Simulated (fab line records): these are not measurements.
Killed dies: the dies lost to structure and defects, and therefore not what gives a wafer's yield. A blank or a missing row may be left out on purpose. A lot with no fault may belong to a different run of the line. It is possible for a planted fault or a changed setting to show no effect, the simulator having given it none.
fab line records | flow n5Finfet
[record] lots = 6 wafers = 18 lastDay = 17
route steps=1938 shown DUMMY_GATE@250 SPACER0@258 SD_EPI_N@262 BEOL_M4@1111 PASSIVATION@1936
lots with no fault: from the same line, run without faults
startH: start of the lot's first displayed wafer, in hours after the record's first day | waitH: hours since the lot's step before | " as in the row above | L1.1+2: a single row standing in for several wafers | - no value, or no start given | * or withheld: withheld | < > ~ a bound
route shown NAME@n: a module of which the file shows steps, and the number in the route of the first | usual: average and standard deviation across the fault-free wafers | same: alike in all rows | chamber/n: place in a boat | sites: readings site by site | _std_site: the standard deviation of these | _edge_site: outer sites' mean less inner sites' | radiusMm: how far each site lies from the wafer's centre | mask NAME#n: copy n | behind: the most recent tool/chamber to have shaped the wafer | hold: why the lot went on hold/how many hours it stayed there/how the hold came to an end | device: names the non-switching transistor (n, p or np) | end of line: at the end of the route, the tests of the same wafers | step lacking rows: just its recipe | killed: count of dies lost to structure and defects at first sort (not the wafer's yield) | map: per-die view of a wafer (x killed, . not killed, _ where there is no die)
set.NAME: the setting that was run; set.NAME@STEP: the one run at that earlier step | model.NAME: the simulator's own value behind a step, which no gauge read
lots at selected steps of the route; one table per step, one row per wafer
services: the hour from which a tool's chamber was out of use, counted from the record's first day as startH (under 0 if before that day), plus the number of hours and why
[[steps]]
[step N5_DUMMY_GATE_ETCH_42]
[recipe] chemistry = CHF3/O2 target = SiO2 targetDepthA = 35 timeS = 31 ionEnergyEv = 30 biasW = 12 pressureMtorr = 30 sourceW = 600 Ar_flow_sccm = 200 CHF3_flow_sccm = 50 O2_flow_sccm = 5
[usual] biasW = 12.00/0.04 drypumpMotorCurrentA = 5.5/0.46 oesProductAu = 0.77/0.095 rfVppV = 42.4/1 showerheadPlenumPTorr = 2.44/0.08 throttleValvePct = 18.79/0.15
[same] timeS = 31
// columns lot.wafer tool chamber startH waitH biasW drypumpMotorCurrentA oesProductAu rfHoursCounterH rfVppV showerheadPlenumPTorr throttleValvePct
L732.1 rieDiel-02 0 66.69 0.1 11.96 6.5 0.71 213 41.0 2.48 18.61
L732.4 " 0 " " 11.98 6.5 0.71 - 42.4 2.48 18.60
L732.6 " 1 " " 12.02 5.6 0.78 - 42.9 2.53 18.93
L734.1 rieDiel-04 0 78.89 0.0 12.03 5.4 0.69 246 41.7 2.38 18.92
L734.3 " 1 " " 12.00 5.1 0.71 214 42.4 2.48 18.72
L734.5 " 1 " " 12.02 5.1 0.71 - 42.4 2.48 18.74
L737.3 rieDiel-02 1 95.47 0.0 12.04 5.6 0.78 130 41.2 2.52 18.92
L737.4 " 3 " " 11.99 4.9 0.92 - 42.4 2.37 18.77
L737.6 " 1 " " 12.05 5.6 0.77 - 43.7 2.52 18.95
L740.4 rieDiel-04 0 115.92 0.1 12.06 5.4 0.67 - 42.1 2.37 18.95
L740.5 " 1 " " 12.04 5.1 0.70 - 44.5 2.47 18.76
L740.6 " 3 " " 12.04 5.9 0.71 - 41.8 2.28 19.02
L746.3 rieDiel-01 3 148.49 0.1 11.95 5.7 0.72 182 41.1 2.49 18.75
L746.4 " 0 " " 12.01 5.3 0.86 66 42.6 2.54 18.73
L746.5 " 3 " " 11.97 5.7 0.71 - 41.9 2.49 18.76
L751.3 rieDiel-01 1 181.02 0.0 11.99 6.0 1.01 3 43.0 2.38 18.29
L751.4 " 3 " " 12.00 5.7 0.71 194 42.0 2.49 18.79
L751.6 " 3 " " 12.01 5.7 0.71 - 42.6 2.49 18.76
[step N5_DUMMY_GATE_STRIP_48]
[recipe] chemistry = N2/H2 timeS = 20 powerW = 100 tempC = 40 pressureMtorr = 100 rfFrequencyHz = 6e+07 biasPowerW = 3 n2FlowSccm = 300 h2FlowSccm = 300
[usual] drypumpMotorCurrentA = 5.6/0.46 oesProductAu = 0.77/0.093 rfVppV = 45.3/0.81 showerheadPlenumPTorr = 3.42/0.11 throttleValvePct = 12.22/0.2
[same] timeS = 20
// columns lot.wafer tool chamber startH waitH drypumpMotorCurrentA oesProductAu rfHoursCounterH rfVppV showerheadPlenumPTorr throttleValvePct
L732.1 rieDiel-02 0 66.74 0.0 6.5 0.71 213 45.4 3.48 12.23
L732.4 " 0 " " 6.5 0.71 - 45.5 3.48 12.22
L732.6 " 1 " " 5.6 0.78 - 46.0 3.50 12.13
L734.1 rieDiel-04 0 78.94 0.0 5.4 0.68 246 45.3 3.32 12.42
L734.3 " 1 " " 5.1 0.71 214 43.9 3.49 12.29
L734.5 " 1 " " 5.1 0.70 - 47.2 3.49 12.30
L737.3 rieDiel-02 1 95.52 0.0 5.6 0.78 130 45.3 3.49 12.14
L737.4 " 3 " " 4.9 0.93 - 44.4 3.32 12.15
L737.6 " 1 " " 5.6 0.77 - 44.3 3.49 12.13
L740.4 rieDiel-04 0 115.97 0.0 5.4 0.67 - 44.5 3.32 12.48
L740.5 " 1 " " 5.1 0.70 - 46.2 3.48 12.35
L740.6 " 3 " " 5.9 0.72 - 43.9 3.21 12.51
L746.3 rieDiel-01 3 148.54 0.0 5.7 0.71 182 45.3 3.48 12.13
L746.4 " 0 " " 5.3 0.85 66 45.6 3.56 12.08
L746.5 " 3 " " 5.7 0.71 - 45.2 3.48 12.14
L751.3 rieDiel-01 1 181.07 0.0 6.0 1.00 3 45.7 3.29 11.54
L751.4 " 3 " " 5.7 0.70 194 44.1 3.47 12.16
L751.6 " 3 " " 5.7 0.71 - 44.7 3.47 12.16
[step N5_DUMMY_GATE_PRECLEAN_33]
[recipe] chemistry = dHF timeS = 10 dilution = 750:1 tempC = 25
[step N5_DUMMY_GATE_PRECLEAN_25]
[recipe] chemistry = O3/DIW timeS = 45 tempC = 22 o3Ppm = 10
[step N5_DUMMY_GATE_PRECLEAN_51]
[recipe] chemistry = SC2 timeS = 45 tempC = 35 mix = 1:1:50
[step N5_DUMMY_GATE_SRD_26]
[recipe] dry = ipaMarangoni timeS = 30 tempC = 23 rinseLiquid = diw
[step N5_DUMMY_GATE_UV_OZONE_45]
[recipe] timeS = 120 pressureTorr = 760 tempC = 25
[step N5_DUMMY_GATE_INSPECT_27]
[recipe] inspectInstrument = brightfield mode = aei
[usual] rawDefectCount = 289/71
// columns lot.wafer tool chamber startH waitH rawDefectCount
L732.1 defectInspect-01 - 66.93 0.0 379
L732.4 " - " " 413
L732.6 " - " " 289
L734.1 defectInspect-02 - 79.12 0.0 282
L734.3 " - " " 215
L734.5 " - " " 254
L737.3 defectInspect-02 - 95.71 0.0 191
L737.4 " - " " 166
L737.6 " - " " 169
L740.4 defectInspect-01 - 116.21 0.0 325
L740.5 " - " " 291
L740.6 " - " " 327
L746.3 defectInspect-02 - 148.73 0.0 309
L746.4 " - " " 215
L746.5 " - " " 318
L751.3 defectInspect-02 - 181.25 0.0 264
L751.4 " - " " 220
L751.6 " - " " 216
[step N5_SPACER0_ALD_07]
[recipe] material = SiNx targetThkA = 20 tempC = 400 aldPrecursorFamily = SiH2I2 aldCoReactant = N2/H2-plasma pressureTorr = 2
[usual] heaterPowerW = 809/97 susceptorTempC = 399.97/0.22
// columns lot.wafer tool chamber startH waitH heaterPowerW susceptorTempC
L732.1 aldSin-03 1 67.34 0.4 1040 399.57
L732.4 " 2 " " 751 400.45
L732.6 " 1 " " 1005 399.98
L734.1 aldSin-04 3 80.14 1.0 830 400.18
L734.3 " 2 " " 649 400.06
L734.5 " 1 " " 834 399.88
L737.3 aldSin-01 2 95.75 0.0 867 400.03
L737.4 " 0 " " 810 400.35
L737.6 " 2 " " 837 400.19
L740.4 aldSin-01 3 116.24 0.0 890 400.11
L740.5 " 1 " " 794 400.07
L740.6 " 0 " " 786 400.31
L746.3 aldSin-01 2 148.93 0.2 851 399.67
L746.4 " 0 " " 820 400.15
L746.5 " 0 " " 790 399.84
L751.3 aldSin-01 0 182.18 0.9 800 400.24
L751.4 " 0 " " 786 399.95
L751.6 " 2 " " 846 399.67
[step N5_SPACER0_ALD_00]
[recipe] material = SiOCN targetThkA = 35 tempC = 400 aldPrecursorFamily = alkyl-aminosilane aldCoReactant = O2/N2-plasma pulseTimeS = 3 purgeTimeS = 2 coReactantPurgeTimeS = 2 aldCycles = 58 pressureTorr = 2
[usual] heaterPowerW = 807/99 precursorPulseHeightRel = 0.997/0.02 susceptorTempC = 400.00/0.21
// columns lot.wafer tool chamber startH waitH heaterPowerW precursorPulseHeightRel susceptorTempC
L732.1 aldSin-03 1 67.49 0.1 1016 0.998 400.14
L732.4 " 2 " " 750 0.963 400.18
L732.6 " 1 " " 1027 0.989 400.12
L734.1 aldSin-04 3 80.29 0.1 834 1.009 400.07
L734.3 " 2 " " 635 1.016 399.92
L734.5 " 1 " " 838 0.994 400.22
L737.3 aldSin-01 2 95.90 0.1 839 0.982 399.90
L737.4 " 0 " " 802 1.005 399.66
L737.6 " 2 " " 847 0.997 399.69
L740.4 aldSin-01 3 116.40 0.1 885 0.964 399.88
L740.5 " 1 " " 774 0.990 399.78
L740.6 " 0 " " 786 1.019 400.29
L746.3 aldSin-01 2 149.08 0.1 845 1.009 399.78
L746.4 " 0 " " 805 0.996 400.13
L746.5 " 0 " " 817 1.000 399.96
L751.3 aldSin-01 0 182.33 0.1 817 0.995 399.90
L751.4 " 0 " " 807 0.993 399.66
L751.6 " 2 " " 858 0.980 399.92
[step N5_SPACER0_ALD_08]
[recipe] material = SiNx targetThkA = 20 tempC = 400 aldPrecursorFamily = SiH2I2 aldCoReactant = N2/H2-plasma pressureTorr = 2
[usual] heaterPowerW = 806/100 susceptorTempC = 399.99/0.25
// columns lot.wafer tool chamber startH waitH heaterPowerW susceptorTempC
L732.1 aldSin-03 1 67.75 0.1 1027 399.67
L732.4 " 2 " " 757 399.93
L732.6 " 1 " " 1047 399.78
L734.1 aldSin-04 3 80.55 0.1 832 399.70
L734.3 " 2 " " 646 400.39
L734.5 " 1 " " 815 399.96
L737.3 aldSin-01 2 96.16 0.1 862 400.00
L737.4 " 0 " " 810 399.86
L737.6 " 2 " " 841 400.00
L740.4 aldSin-01 3 116.65 0.1 867 400.05
L740.5 " 1 " " 791 399.75
L740.6 " 0 " " 810 399.80
L746.3 aldSin-01 2 149.34 0.1 844 399.82
L746.4 " 0 " " 790 399.87
L746.5 " 0 " " 788 399.91
L751.3 aldSin-01 0 182.59 0.1 786 399.93
L751.4 " 0 " " 819 399.86
L751.6 " 2 " " 836 400.12
[step N5_SPACER0_INSPECT_04]
[recipe] inspectInstrument = darkfield mode = postDep
[usual] rawDefectCount = 140/34
// columns lot.wafer tool chamber startH waitH rawDefectCount
L732.1 defectInspect-02 - 67.90 0.1 146
L732.4 " - " " 166
L732.6 " - " " 128
L734.1 defectInspect-01 - 80.71 0.1 159
L734.3 " - " " 120
L734.5 " - " " 145
L737.3 defectInspect-01 - 96.31 0.1 118
L737.4 " - " " 114
L737.6 " - " " 95
L740.4 defectInspect-01 - 116.81 0.1 159
L740.5 " - " " 136
L740.6 " - " " 143
L746.3 defectInspect-02 - 149.50 0.1 134
L746.4 " - " " 115
L746.5 " - " " 121
L751.3 defectInspect-01 - 182.74 0.1 177
L751.4 " - " " 114
L751.6 " - " " 136
[step N5_SD_EPI_N_COAT_32]
[recipe] resist = SOC tempC = 250 timeS = 60 spinRpm = 1500 resistThkNm = 350
[usual] spinSpeedRpm = 1499.9/0.97
[same] timeS = 60
// columns lot.wafer tool chamber startH waitH spinSpeedRpm model.SOC_of_SD_EPI_N_COAT_32.thkNm
L732.1 lithoTrack-01 0 67.94 0.0 1499.5 349
L732.4 " 0 " " 1500.5 349.2
L732.6 " 0 " " 1501.6 349
L734.1 lithoTrack-03 0 80.74 0.0 1499.5 348
L734.3 " 0 " " 1498.7 349.8
L734.5 " 0 " " 1498.6 350
L737.3 lithoTrack-03 0 96.35 0.0 1355.7 366.8
L737.4 " 0 " " 1355.9 367.2
L737.6 " 0 " " 1355.3 366.6
L740.4 lithoTrack-03 0 116.84 0.0 1354.9 369.2
L740.5 " 0 " " 1355.1 369.8
L740.6 " 0 " " 1356.2 370.6
L746.3 lithoTrack-01 0 149.53 0.0 1501.1 347.2
L746.4 " 0 " " 1500.6 348
L746.5 " 0 " " 1501.0 348
L751.3 lithoTrack-01 0 182.78 0.0 1500.7 351
L751.4 " 0 " " 1501.0 351.4
L751.6 " 0 " " 1499.4 351
[step N5_SD_EPI_N_COAT_33]
[recipe] resist = SiARC tempC = 220 timeS = 60 spinRpm = 1500 resistThkNm = 35
[step N5_BEOL_M4_RC_MEAS_101]
[usual] DIBL_N = 35.8/1.8 DIBL_P = 35.6/2 IOFF_N = 0.148/0.028 IOFF_P = 0.20/0.034 ION_N = 672/12 ION_P = 462/8.5 SS_N = 71.2/0.65 SS_P = 73.1/0.67 VT_N = 251/3.3 VT_P = -251/3.8
// columns lot.wafer tool chamber startH waitH DIBL_N[mV/V] DIBL_P[mV/V] IOFF_N[nA/um] IOFF_P[nA/um] ION_N[uA/um] ION_P[uA/um] SS_N[mV/dec] SS_P[mV/dec] VT_N[mV] VT_P[mV]
L732.1 prober-01 0 192.46 0.0 37.5 35.6 0.150 0.23 661 466 71.5 74.0 251 -247
L732.4 " 0 " " 38.5 36.8 0.173 0.25 655 457 72.3 74.1 250 -245
L732.6 " 0 " " 37.6 34.2 0.142 0.20 647 452 71.7 72.4 253 -252
L734.1 prober-01 0 196.42 0.0 36.1 34.7 0.136 0.18 678 461 71.2 73.2 251 -253
L734.3 " 0 " " 34.8 33.6 0.117 0.16 663 454 70.6 72.5 252 -255
L734.5 " 0 " " 36.1 35.3 0.133 0.18 664 457 71.0 73.3 257 -252
L737.3 prober-01 0 204.53 0.3 34.5 34.1 0.130 0.21 667 461 70.9 72.8 254 -248
L737.4 " 0 " " 34.9 34.2 0.126 0.21 667 468 70.9 72.9 253 -248
L737.6 " 0 " " 34.5 32.8 0.126 0.19 676 471 70.6 73.7 253 -252
L740.4 prober-01 0 232.01 0.5 34.7 35.5 0.142 0.19 678 463 71.1 72.4 249 -250
L740.5 " 0 " " 32.9 33.3 0.118 0.16 671 463 70.8 72.7 250 -251
L740.6 " 0 " " 35.9 36.8 0.151 0.20 670 461 70.8 72.7 249 -252
L746.3 prober-02 0 264.51 0.3 33.9 33.7 0.088 0.12 642 441 71.0 72.9 262 -259
L746.4 " 0 " " 39.0 40.2 0.174 0.21 670 449 72.3 73.7 253 -252
L746.5 " 0 " " 37.0 36.8 0.135 0.15 655 441 71.7 73.3 256 -257
L751.3 prober-02 0 307.18 0.3 34.2 33.6 0.128 0.18 679 463 70.3 72.2 254 -252
L751.4 " 0 " " 34.9 33.6 0.130 0.17 678 462 71.0 72.6 253 -252
L751.6 " 0 " " 36.6 35.9 0.153 0.21 687 471 71.3 73.1 250 -248
[step N5_PASSIVATION_PROBE_49]
[usual] defectLimitedYield = 91.3/1.5 killed_at_M0_to_M3 = 34/11 killed_at_M4_up = 14/6.1 killedAtContacts = 12/5.9 killedAtFrontEnd = 39/11 killedAtOther = 4/3.3 killedDies = 102/18 killedOpen = 67/13 killedShort = 33/7.9 sort_bin_5_function = 5.1/1 sort_bin_6_memory = 3.3/0.7 sort_bin_8_speed = 0.1/0.69 sortNPass = 1077/19 sortYieldPct = 91.3/1.6
[same] grossDies = 1180 killedAtBackSide = 0 sort_bin_4_leakage[%] = 0
// columns lot.wafer tool chamber startH waitH defectLimitedYield[%] killed_at_M0_to_M3 killed_at_M4_up killedAtContacts killedAtFrontEnd killedAtOther killedDies killedOpen killedShort sort_bin_5_function[%] sort_bin_6_memory[%] sort_bin_8_speed[%] sortNPass sortYieldPct[%]
L732.1 prober-02 - 288.96 0.0 92.8 40 10 10 25 0 85 54 25 3.1 3.6 0 1095 92.8
L732.4 prober-02 - 289.11 0.2 90.3 58 11 9 34 2 114 63 51 5.3 3.7 0 1066 90.3
L732.6 prober-02 - 289.21 0.3 92.3 32 10 5 44 0 91 64 27 4.6 2.6 0.1 1088 92.2
L737.3 prober-01 - 306.65 0.1 92.1 18 6 17 43 9 93 56 35 4.3 3.3 0 1087 92.1
L737.4 prober-01 - 306.70 0.2 90.5 31 14 17 46 4 112 68 44 5.8 3.3 0 1068 90.5
L740.4 prober-01 - 328.22 0.2 93.2 40 10 7 16 7 80 44 35 4.6 2.1 0 1100 93.2
L746.3 prober-01 - 370.14 0.1 93.2 29 10 11 25 5 80 49 28 4.3 2.2 0.1 1099 93.1
L746.4 prober-01 - 370.19 0.2 93.9 27 10 4 30 1 72 49 20 3.3 2.6 0 1108 93.9
L746.5 prober-01 - 370.24 0.2 91.4 22 11 22 40 7 102 59 39 4.5 3.6 0 1078 91.4
// killed by level:class
L732.1 BEOL_M3:geometricParticle:open=11 MOL_CONTACT_COAG:geometricParticle:open=9 BEOL_M0_SAQP:geometricParticle:short=8 BEOL_M0_SAQP:geometricParticle:open=8 FIN_SAQP:geometricParticle:short=7 BEOL_M0:geometricParticle:open=5 HKMG_FIN:areaEtch=5 STI_FIN_REVEAL:geometricParticle:open=4
L732.4 BEOL_M0_SAQP:geometricParticle:short=21 BEOL_M0_SAQP:geometricParticle:open=16 FIN_SAQP:geometricParticle:short=9 BEOL_M3:geometricParticle:open=8 MOL_CONTACT_COAG:geometricParticle:open=7 BEOL_M4:geometricParticle:open=6 BEOL_M2:geometricParticle:open=6 FIN_SAQP:geometricParticle:open=4
L732.6 STI_FIN_REVEAL:geometricParticle:open=18 BEOL_M3:geometricParticle:open=10 BEOL_M4:geometricParticle:open=6 FIN_SAQP:geometricParticle:open=5 MOL_CONTACT_COAG:geometricParticle:open=5 BEOL_M0_SAQP:geometricParticle:short=5 BEOL_M0_SAQP:geometricParticle:open=5 BEOL_M2:geometricParticle:open=5
L737.3 MOL_CONTACT_COAG:geometricParticle:open=13 STI_FIN_REVEAL:geometricParticle:open=10 GATE_CUT:geometricParticle:short=9 FIN_SAQP:geometricParticle:open=7 BEOL_M3:geometricParticle:open=6 STI_FIN_REVEAL:geometricParticle:short=5 BEOL_M0_SAQP:geometricParticle:open=4 DUMMY_GATE:geometricParticle:open=4
L737.4 MOL_CONTACT_COAG:geometricParticle:open=14 GATE_CUT:geometricParticle:short=12 BEOL_M3:geometricParticle:open=10 BEOL_M0_SAQP:geometricParticle:short=8 DUMMY_GATE:geometricParticle:open=7 BEOL_M0_SAQP:geometricParticle:open=7 FIN_SAQP:geometricParticle:open=6 BEOL_M4:geometricParticle:open=5
L740.4 BEOL_M0_SAQP:geometricParticle:short=9 BEOL_M0_SAQP:geometricParticle:open=7 BEOL_M1:geometricParticle:open=7 BEOL_M4:geometricParticle:open=6 MOL_CONTACT_COAG:geometricParticle:open=5 BEOL_M3:geometricParticle:open=4 FIN_SAQP:geometricParticle:short=3 GATE_CUT:geometricParticle:short=3
L746.3 BEOL_M3:geometricParticle:open=11 MOL_CONTACT_COAG:geometricParticle:open=8 FIN_SAQP:geometricParticle:short=6 BEOL_M2:geometricParticle:open=5 STI_FIN_REVEAL:geometricParticle:open=4 BEOL_M0_SAQP:geometricParticle:open=4 DUMMY_GATE:geometricParticle:open=3 MOL_CONTACT_COAG:geometricParticle:short=3
L746.4 BEOL_M1:geometricParticle:open=12 FIN_SAQP:geometricParticle:short=10 FIN_SAQP:geometricParticle:open=6 BEOL_M0:geometricParticle:open=6 DUMMY_GATE:geometricParticle:open=4 STI_FIN_REVEAL:geometricParticle:open=3 STARTING-WAFER:geometricParticle:open=3 BEOL_M9:geometricParticle:open=2
L746.5 FIN_SAQP:geometricParticle:short=19 MOL_CONTACT_COAG:geometricParticle:open=18 BEOL_M0_SAQP:geometricParticle:open=8 BEOL_M0_SAQP:geometricParticle:short=7 MOL_CONTACT_COAG:geometricParticle:short=3 STI_FIN_REVEAL:geometricParticle:open=3 BEOL_M2:geometricParticle:open=3 BEOL_M5:geometricParticle:open=3
[[services]]
// columns tool chamber startH hours kind
rieDiel-04 - 44.68 15.6 pm
aldSin-01 1 47.00 7.8 repair
rieDiel-01 0 51.11 3.1 repair
rieDiel-02 2 57.22 10.9 repair
rieDiel-02 - 84.23 0.9 repair
aldSin-03 - 85.25 14.0 pm
rieDiel-04 2 86.26 - clean
rieDiel-04 2 86.26 - consumableReplace:focusRing
rieDiel-04 2 86.26 - consumableReplace:showerhead
rieDiel-04 2 86.26 30.1 scheduledDown
rieDiel-04 2 86.26 30.1 ventCycle
rieDiel-02 2 87.37 1.3 repair
rieDiel-02 1 89.59 5.3 repair
rieDiel-01 1 91.99 3.6 repair
rieDiel-02 2 94.72 4.8 repair
rieDiel-04 0 116.36 - clean
rieDiel-04 0 116.36 - consumableReplace:focusRing
rieDiel-04 0 116.36 15.9 scheduledDown
rieDiel-04 0 116.36 15.9 ventCycle
rieDiel-01 1 151.64 - clean
rieDiel-01 1 151.64 - consumableReplace:focusRing
rieDiel-01 1 151.64 17.7 scheduledDown
rieDiel-01 1 151.64 17.7 ventCycle
aldSin-01 1 173.81 11.8 repair
[[key]]
[firstSign] step = N5_SD_EPI_N_COAT_32 reading = spinSpeedRpm direction = down sigmas = 99+ usual = * struck = *
effect none on later readings
[modelEffect] step = N5_SD_EPI_N_COAT_32 value = SOC_of_SD_EPI_N_COAT_32.thkNm without = 350.3 struck = 368.4
metAt N5_SD_EPI_N_COAT_32
struckWafers L737.3,L737.4,L737.6,L740.4,L740.5,L740.6
onsetBetween 80.74 96.35
[fault] kind = processParameterDrift tool = lithoTrack-03 chamber = - onsetH = 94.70 steps = N5_SD_EPI_N_COAT_32 channel = spinRpm offset = * shape = step endH = 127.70 actsIn = * stated = *
